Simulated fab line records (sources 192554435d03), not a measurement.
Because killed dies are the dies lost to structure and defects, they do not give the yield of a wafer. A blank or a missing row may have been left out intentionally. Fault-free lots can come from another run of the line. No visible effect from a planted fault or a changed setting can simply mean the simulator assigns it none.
Chamber matching | flow n5_finfet | N5_DUMMY_GATE_CMP_04 on cmp-03: 4 sister chambers
The step polishes a-Si. 4 wafers are shown with their chamber, then 6 later ones without.

== EACH WAFER AND ITS CHAMBER ==
wafer  | chamber | motor_current_A (A)
L089.2 | 1       | 12.6
L090.1 | 0       | 8.5
L090.2 | 3       | 8.7
L090.3 | 2       | 10.8

== WAFERS WITHOUT THEIR CHAMBER ==
wafer  | motor_current_A (A)
L092.4 | 10.3
L093.1 | 8.4
L094.3 | 8.8
L094.4 | 10.7
L095.2 | 8.7
L095.3 | 11.5

== WHICH CHAMBER EACH WENT THROUGH ==
wafer  | from the rows above     | in truth
L092.4 | 2                       | 2
L093.1 | can't be placed: 0 or 3 | 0
L094.3 | can't be placed: 3 or 0 | 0
L094.4 | 2                       | 2
L095.2 | can't be placed: 3 or 0 | 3
L095.3 | can't be placed: 2 or 1 | 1
2 of 6 placed correctly. From these rows, 4 cannot be placed; in 4 the true chamber is one of the candidates. 0 placed wrongly.
How it was worked out, from the rows above alone: a wafer's distance from a chamber is the root of the sum, over the readings, of the square of ((its reading less the chamber's mean) divided by the reading's scatter). If the next closest chamber is less than 2 further off than the closest, the wafer can't be placed; otherwise it belongs to the closest. For every chamber, the mean is computed from those of its wafers that are shown. The scatter: root of mean squared gap, hidden wafer to nearest shown wafer, with one shown wafer a chamber.
